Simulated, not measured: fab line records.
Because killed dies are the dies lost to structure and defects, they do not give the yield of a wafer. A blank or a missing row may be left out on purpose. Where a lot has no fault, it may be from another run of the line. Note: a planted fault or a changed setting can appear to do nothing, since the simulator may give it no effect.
Matching of chambers / flow n5_finfet / N5_BEOL_M8_ILD_DEP_00 on pecvd-03 has 3 sister chambers
The step deposits SiCOH lowk from DEMS/porogen, target thk 179.75 nm, time 33.4 s. 6 wafers are shown with their chamber, then 12 later ones without.

== WAFERS WITH THEIR CHAMBER ==
wafer=L087.5; chamber=1; throttle_valve_pct (%)=14.0; showerhead_plenum_p_Torr (Torr)=5.752
wafer=L090.2; chamber=2; throttle_valve_pct (%)=12.7; showerhead_plenum_p_Torr (Torr)=5.766
wafer=L090.4; chamber=0; throttle_valve_pct (%)=13.8; showerhead_plenum_p_Torr (Torr)=5.699
wafer=L089.3; chamber=2; throttle_valve_pct (%)=12.3; showerhead_plenum_p_Torr (Torr)=5.754
wafer=L089.5; chamber=1; throttle_valve_pct (%)=14.1; showerhead_plenum_p_Torr (Torr)=5.742
wafer=L089.6; chamber=0; throttle_valve_pct (%)=13.8; showerhead_plenum_p_Torr (Torr)=5.698

== WAFERS MISSING THEIR CHAMBER ==
wafer=L091.1; throttle_valve_pct (%)=14.1; showerhead_plenum_p_Torr (Torr)=5.736
wafer=L091.2; throttle_valve_pct (%)=13.9; showerhead_plenum_p_Torr (Torr)=5.685
wafer=L091.4; throttle_valve_pct (%)=12.8; showerhead_plenum_p_Torr (Torr)=5.765
wafer=L092.1; throttle_valve_pct (%)=13.8; showerhead_plenum_p_Torr (Torr)=5.695
wafer=L092.2; throttle_valve_pct (%)=14.2; showerhead_plenum_p_Torr (Torr)=5.741
wafer=L092.6; throttle_valve_pct (%)=13.7; showerhead_plenum_p_Torr (Torr)=5.693
wafer=L093.1; throttle_valve_pct (%)=13.7; showerhead_plenum_p_Torr (Torr)=5.697
wafer=L093.3; throttle_valve_pct (%)=12.4; showerhead_plenum_p_Torr (Torr)=5.776
wafer=L093.6; throttle_valve_pct (%)=12.5; showerhead_plenum_p_Torr (Torr)=5.768
wafer=L097.2; throttle_valve_pct (%)=14.2; showerhead_plenum_p_Torr (Torr)=5.754
wafer=L097.5; throttle_valve_pct (%)=14.3; showerhead_plenum_p_Torr (Torr)=5.747
wafer=L097.6; throttle_valve_pct (%)=12.7; showerhead_plenum_p_Torr (Torr)=5.744

== EACH ONE'S CHAMBER ==
wafer=L091.1; from the rows above=1; in truth=1
wafer=L091.2; from the rows above=0; in truth=0
wafer=L091.4; from the rows above=2; in truth=2
wafer=L092.1; from the rows above=0; in truth=0
wafer=L092.2; from the rows above=1; in truth=1
wafer=L092.6; from the rows above=0; in truth=0
wafer=L093.1; from the rows above=0; in truth=0
wafer=L093.3; from the rows above=2; in truth=2
wafer=L093.6; from the rows above=2; in truth=2
wafer=L097.2; from the rows above=1; in truth=1
wafer=L097.5; from the rows above=1; in truth=1
wafer=L097.6; from the rows above=2; in truth=2
Placed correctly: 12 of 12. Number that these rows cannot place: 0. 0 placed wrongly.
How it was worked out, from the rows above alone: a wafer's distance from a chamber is the root of the sum, over the readings, of the square of ((its reading less the chamber's mean) divided by the reading's scatter). If the next closest chamber is less than 2 further off than the closest, the wafer can't be placed; otherwise it belongs to the closest. The mean given for a chamber averages the wafers shown for that chamber. The scatter: take each reading less its chamber's mean, square it, sum over the shown wafers, divide by the number of wafers less the number of chambers, and take the root.
